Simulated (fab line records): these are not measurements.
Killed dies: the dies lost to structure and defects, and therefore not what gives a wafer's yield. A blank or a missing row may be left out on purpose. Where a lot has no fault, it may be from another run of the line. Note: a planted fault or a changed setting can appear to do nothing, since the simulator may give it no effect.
Comparing a struck lot with a sound one | flow nand-harc | 15 steps out of a route of 1302
Sound: the wafers L802.1, L802.2, L802.5. Struck: wafer L809.2. (L809.3, L809.5 of the same lot were not struck and are left out.) The cause comes at the end.
Order at every step that has rows: each side's tool, ch and its chambers, its first start. Under that, the readings that differ: sound wafers | struck wafers | difference of the means | sigmas: that difference in standard deviations of wafers without a fault.
alike: same words and numbers on both sides, and readings whose means sit less than 2 such deviations apart. not compared: any withheld reading, any reading some wafer has no value for, any bound like >300 that may hide the same value, and any number with overlapping values for which the record gives no deviation.
The two part at a step that has a row with sigmas, a row that says differs or no value, or rows on one side only. Numbers that have no deviation but don't overlap get no sigmas and don't part them. A reading missing from all wafers of one side parts the sides only when that side holds two or more wafers.

NHARC_A_STAIRCASE_ETCH_190: etches the open film in C4F8/O2, target depth 100 nm, time 40.5 s.
  sound: rie-diel-03 ch 1,3; struck: rie-diel-03 ch 3
  alike: bias-w, chamber-pressure-mTorr, oes-product-au, rf-vpp-V
  not compared: rf-hours-counter-h
then, 4 steps without rows for these wafers: NHARC_A_STAIRCASE_TRIM_191 (chemistry O2, time 211.2 s); NHARC_A_STAIRCASE_ETCH_192 (etches the open film in C4F8/O2, target depth 100 nm, time 40.5 s); NHARC_A_STAIRCASE_TRIM_193 (chemistry O2, time 211.2 s); NHARC_A_STAIRCASE_ETCH_194 (etches the open film in C4F8/O2, target depth 100 nm, time 40.5 s).
NHARC_A_STAIRCASE_TRIM_196: chemistry O2, time 211.2 s.
  sound on rie-diel-08 ch 1,2,3, day 17 14:03; struck on rie-diel-03 ch 0, day 20 15:16
  alike: chamber-pressure-mTorr, drypump-motor-current-A, oes-product-au, rf-vpp-V, run-length-s, showerhead-plenum-p-Torr, throttle-valve-pct
  not compared: rf-hours-counter-h
then, 1 step without rows for these wafers: NHARC_A_STAIRCASE_ETCH_197 (etches the open film in C4F8/O2, target depth 100 nm, time 40.5 s).
NHARC_A_STAIRCASE_TRIM_198: chemistry O2, time 211.2 s.
  sound: rie-diel-08 ch 1,3; struck: rie-diel-03 ch 3
  alike: chamber-pressure-mTorr, drypump-motor-current-A, oes-product-au, rf-vpp-V, run-length-s, showerhead-plenum-p-Torr, throttle-valve-pct
  not compared: rf-hours-counter-h
then, 1 step without rows for these wafers: NHARC_A_STAIRCASE_ETCH_199 (etches the open film in C4F8/O2, target depth 100 nm, time 40.5 s).
NHARC_A_STAIRCASE_TRIM_200: chemistry O2, time 211.2 s.
  sound: rie-diel-08 ch 1,2; struck: rie-diel-03 ch 2
  reading          | sound             | struck | difference | sigmas
  run-length-s (s) | 232.5 231.8 231.7 | 232.9  | +0.9       | +3
  alike: chamber-pressure-mTorr, drypump-motor-current-A, oes-product-au, rf-vpp-V, showerhead-plenum-p-Torr, throttle-valve-pct
  not compared: rf-hours-counter-h
then, 1 step without rows for these wafers: NHARC_A_STAIRCASE_ETCH_201 (etches the open film in C4F8/O2, target depth 100 nm, time 40.5 s).
NHARC_A_STAIRCASE_TRIM_202: chemistry O2, time 211.2 s.
  sound on rie-diel-08 ch 1,2, day 17 14:55; struck on rie-diel-03 ch 0, day 20 16:28
  reading               | sound             | struck | difference | sigmas
  oes-product-au (a.u.) | 0.988 1.009 1.008 | 0.985  | -0.017     | -2
  run-length-s (s)      | 231.7 232.1 232.7 | 302.9  | +70.7      | +99 or more
  alike: chamber-pressure-mTorr, drypump-motor-current-A, rf-vpp-V, showerhead-plenum-p-Torr, throttle-valve-pct
  not compared: rf-hours-counter-h
then, 1 step without rows for these wafers: NHARC_A_STAIRCASE_ETCH_203 (etches the open film in C4F8/O2, target depth 100 nm, time 40.5 s).
NHARC_A_STAIRCASE_STRIP_205: strips in O2.
  sound on plasma-asher-02 ch 0,1, day 17 15:17; struck on plasma-asher-02 ch 1, day 20 19:13
  reading             | sound | struck                   | difference                   | sigmas
  hold                | - - - | await-dispo/2.2h/release | no value on the sound wafers |
  rf-refl-power-W (W) | - - - | 18.3                     | no value on the sound wafers |
  alike: drypump-motor-current-A, heater-power-w
  not compared: rf-hours-counter-h
-- jump in the record: it breaks off in module A_STAIRCASE and resumes in module END (first step shown: number 1302 of the route), and 9 days separate the struck wafers' starts before and after --
NHARC_END_SORT_01:
  sound on prober-01 ch 0, day 26 05:55; struck on prober-02 ch 0, day 29 10:32
  reading         | sound    | struck                   | difference                   | sigmas
  hold            | - - -    | await-dispo/4.9h/release | no value on the sound wafers |
  killed-at-array | 77 82 80 | 672                      | +592                         | +31
  killed-dies     | 77 84 84 | 677                      | +595                         | +31
  killed-open     | 3 4 5    | 8                        | +4                           | +2
  alike: killed-at-other, killed-at-periphery, killed-short

WHERE THEY PART
At NHARC_A_STAIRCASE_TRIM_200 first; at NHARC_END_SORT_01 last (within this record only).

WHY: the cause the simulator had injected
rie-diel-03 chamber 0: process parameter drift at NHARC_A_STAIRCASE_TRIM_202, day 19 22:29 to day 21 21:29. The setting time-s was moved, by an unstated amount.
